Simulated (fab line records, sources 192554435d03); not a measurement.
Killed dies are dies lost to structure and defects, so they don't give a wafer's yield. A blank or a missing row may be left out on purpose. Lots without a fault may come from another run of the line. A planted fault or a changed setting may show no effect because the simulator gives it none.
Split-lot experiment | flow n5_finfet | 7 lots, 21 wafers read, on a route of 1938 steps

THE SPLIT
At N5_BEOL_M13_ETCH_67 (etches SiARC in CF4, target depth 143 nm, time 238.3 s), the setting bias_w was moved away from the recipe's 36 W on 8 of the 21 wafers read, by -16.4% to +18.0%. The other wafers ran this setting at the recipe's value.

The reading is taken at the split's own step.

THE READING
rf_vpp_V, in V, at N5_BEOL_M13_ETCH_67 (etches SiARC in CF4, target depth 143 nm, time 238.3 s). Fault-free wafers of this fab line usually give 184.2 V, standard deviation 1.1 V.

wafer  | tool, chamber at the split | bias_w as run, W | against the recipe | rf_vpp_V, V | against lot-mates on the recipe
L075.3 | rie_diel-02, 1             | 42.47            | +18.0%             | 204.3       | +19.5
L075.4 | rie_diel-02, 2             | 36               | recipe             | 184.8       | -
L075.5 | rie_diel-02, 1             | 42.47            | +18.0%             | 202.6       | +17.8
L076.1 | rie_diel-06, 3             | 36               | recipe             | 185.6       | -
L076.4 | rie_diel-06, 0             | 36               | recipe             | 183.3       | -
L076.6 | rie_diel-06, 2             | 36               | recipe             | 184.7       | -
L077.2 | rie_diel-01, 1             | 36               | recipe             | 183.1       | -
L077.3 | rie_diel-01, 3             | 32.85            | -8.7%              | 175.1       | -8.5
L077.6 | rie_diel-01, 1             | 36               | recipe             | 184.0       | -
L078.1 | rie_diel-01, 1             | 31.64            | -12.1%             | 169.2       | -15.2
L078.3 | rie_diel-01, 3             | 36               | recipe             | 184.4       | -
L078.5 | rie_diel-01, 2             | 31.64            | -12.1%             | 169.3       | -15.1
L082.1 | rie_diel-02, 3             | 36               | recipe             | 183.6       | -
L082.3 | rie_diel-02, 2             | 30.11            | -16.4%             | 164.6       | -18.9
L082.5 | rie_diel-02, 3             | 36               | recipe             | 183.4       | -
L089.2 | rie_diel-06, 3             | 33.59            | -6.7%              | 176.0       | -8.4
L089.4 | rie_diel-06, 2             | 33.59            | -6.7%              | 175.8       | -8.6
L089.6 | rie_diel-06, 1             | 36               | recipe             | 184.4       | -
L090.2 | rie_diel-02, 0             | 36               | recipe             | 185.8       | -
L090.5 | rie_diel-02, 2             | 36               | recipe             | 184.2       | -
L090.6 | rie_diel-02, 0             | 36               | recipe             | 185.7       | -

THE FIT
A straight line over all 21 wafers: rf_vpp_V changes by +1.14 V for each +1% of bias_w; r = +0.99; the points scatter about the line by 1 V.
The same after taking each lot's own level away (the mean of its wafers on the recipe; 21 wafers): +1.11 V for each +1%; r = +0.99; scatter 0.95 V.
On that fit, the largest move of bias_w shifts the reading by 20 V.
The lots' own levels span 183.50 to 185.23 V, that is 1.6 times the standard deviation above.
So the lot-to-lot level changes the slope little: the two slopes agree.
Check: with one of the wafers moved furthest among these (+18.0%) left out of the fit, the line predicts +19.6 V for it against its lot-mates. It came out at +19.5 V against them.
Tool readings at the split's step, against how far the setting was moved: rf_vpp_V r = +0.99.

OTHER SPLITS ON THESE WAFERS
These wafers also went through other splits before the reading. Each is held against what the fit with the lots' levels taken away leaves over:
other split on the same wafers | wafers away from the commonest value | r with rf_vpp_V (lot level and that fit taken away)
N5_BEOL_M13_EXPOSE_25 dose_mj  | 7                                    | +0.15

THE FILE'S OWN FIT
rf_vpp_V changes by +1.12 V for each +1% of bias_w, r = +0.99.
